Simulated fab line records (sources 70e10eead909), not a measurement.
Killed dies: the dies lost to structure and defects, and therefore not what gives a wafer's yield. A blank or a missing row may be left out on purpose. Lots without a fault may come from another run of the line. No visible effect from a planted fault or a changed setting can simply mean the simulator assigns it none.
Chamber matching || flow nand_harc || NHARC_P_M0_PRE_CLEAN_31 on pecvd-02: 3 sister chambers
The step time 12 s. 16 wafers are shown with their chamber, then 8 later ones without.

## WAFERS WITH THEIR CHAMBER
{"wafer": "L074.3", "chamber": 2, "heater_power_outer_w (W)": 439, "heater_power_w (W)": 701}
{"wafer": "L074.4", "chamber": 2, "heater_power_outer_w (W)": 432, "heater_power_w (W)": 696}
{"wafer": "L074.5", "chamber": 1, "heater_power_outer_w (W)": 316, "heater_power_w (W)": 558}
{"wafer": "L075.1", "chamber": 1, "heater_power_outer_w (W)": 279, "heater_power_w (W)": 479}
{"wafer": "L075.3", "chamber": 2, "heater_power_outer_w (W)": 411, "heater_power_w (W)": 672}
{"wafer": "L075.6", "chamber": 0, "heater_power_outer_w (W)": 242, "heater_power_w (W)": 514}
{"wafer": "L076.1", "chamber": 2, "heater_power_outer_w (W)": 399, "heater_power_w (W)": 653}
{"wafer": "L076.2", "chamber": 1, "heater_power_outer_w (W)": 284, "heater_power_w (W)": 496}
{"wafer": "L076.5", "chamber": 2, "heater_power_outer_w (W)": 400, "heater_power_w (W)": 654}
{"wafer": "L079.1", "chamber": 0, "heater_power_outer_w (W)": 289, "heater_power_w (W)": 566}
{"wafer": "L079.2", "chamber": 2, "heater_power_outer_w (W)": 349, "heater_power_w (W)": 579}
{"wafer": "L079.6", "chamber": 1, "heater_power_outer_w (W)": 317, "heater_power_w (W)": 559}
{"wafer": "L080.1", "chamber": 1, "heater_power_outer_w (W)": 282, "heater_power_w (W)": 495}
{"wafer": "L080.4", "chamber": 1, "heater_power_outer_w (W)": 273, "heater_power_w (W)": 493}
{"wafer": "L080.5", "chamber": 0, "heater_power_outer_w (W)": 293, "heater_power_w (W)": 586}
{"wafer": "L084.2", "chamber": 1, "heater_power_outer_w (W)": 257, "heater_power_w (W)": 456}

SIGNATURES (averages over the wafers above)
{"reading": "heater_power_outer_w", "chamber 0": 274.67, "chamber 1": 286.86, "chamber 2": 405.00, "scatter within a chamber": 27.3}
{"reading": "heater_power_w", "chamber 0": 555.33, "chamber 1": 505.14, "chamber 2": 659.17, "scatter within a chamber": 40.8}
Rule: a wafer's distance from a chamber is the root of the sum, over the readings, of the square of ((its reading less the chamber's mean) divided by the reading's scatter). The wafer belongs to the nearest chamber; if the next one is less than 2 further off, it can't be placed. The scatter is the square root of a quotient: the sum, over the shown wafers, of each reading's squared deviation from its chamber's mean, divided by wafers minus chambers.

## WAFERS WHOSE CHAMBER IS MISSING
{"wafer": "L084.4", "heater_power_outer_w (W)": 381, "heater_power_w (W)": 620}
{"wafer": "L084.6", "heater_power_outer_w (W)": 283, "heater_power_w (W)": 579}
{"wafer": "L089.2", "heater_power_outer_w (W)": 359, "heater_power_w (W)": 590}
{"wafer": "L089.3", "heater_power_outer_w (W)": 246, "heater_power_w (W)": 459}
{"wafer": "L089.4", "heater_power_outer_w (W)": 243, "heater_power_w (W)": 435}
{"wafer": "L095.1", "heater_power_outer_w (W)": 288, "heater_power_w (W)": 584}
{"wafer": "L095.4", "heater_power_outer_w (W)": 300, "heater_power_w (W)": 569}
{"wafer": "L095.5", "heater_power_outer_w (W)": 402, "heater_power_w (W)": 644}

## CHAMBER TAKEN BY EACH
{"wafer": "L084.4", "from the rows above": 2, "in truth": 2}
{"wafer": "L084.6", "from the rows above": "can't be placed: 0 or 1", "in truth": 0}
{"wafer": "L089.2", "from the rows above": "can't be placed: 2 or 0 or 1", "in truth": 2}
{"wafer": "L089.3", "from the rows above": "can't be placed: 1 or 0", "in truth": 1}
{"wafer": "L089.4", "from the rows above": "can't be placed: 1 or 0", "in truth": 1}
{"wafer": "L095.1", "from the rows above": "can't be placed: 0 or 1", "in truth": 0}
{"wafer": "L095.4", "from the rows above": "can't be placed: 0 or 1", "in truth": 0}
{"wafer": "L095.5", "from the rows above": 2, "in truth": 2}
2 of 8 placed correctly. Cannot be placed on the basis of these rows: 6; the candidates contain the true chamber in 6. Number placed wrongly: 0.
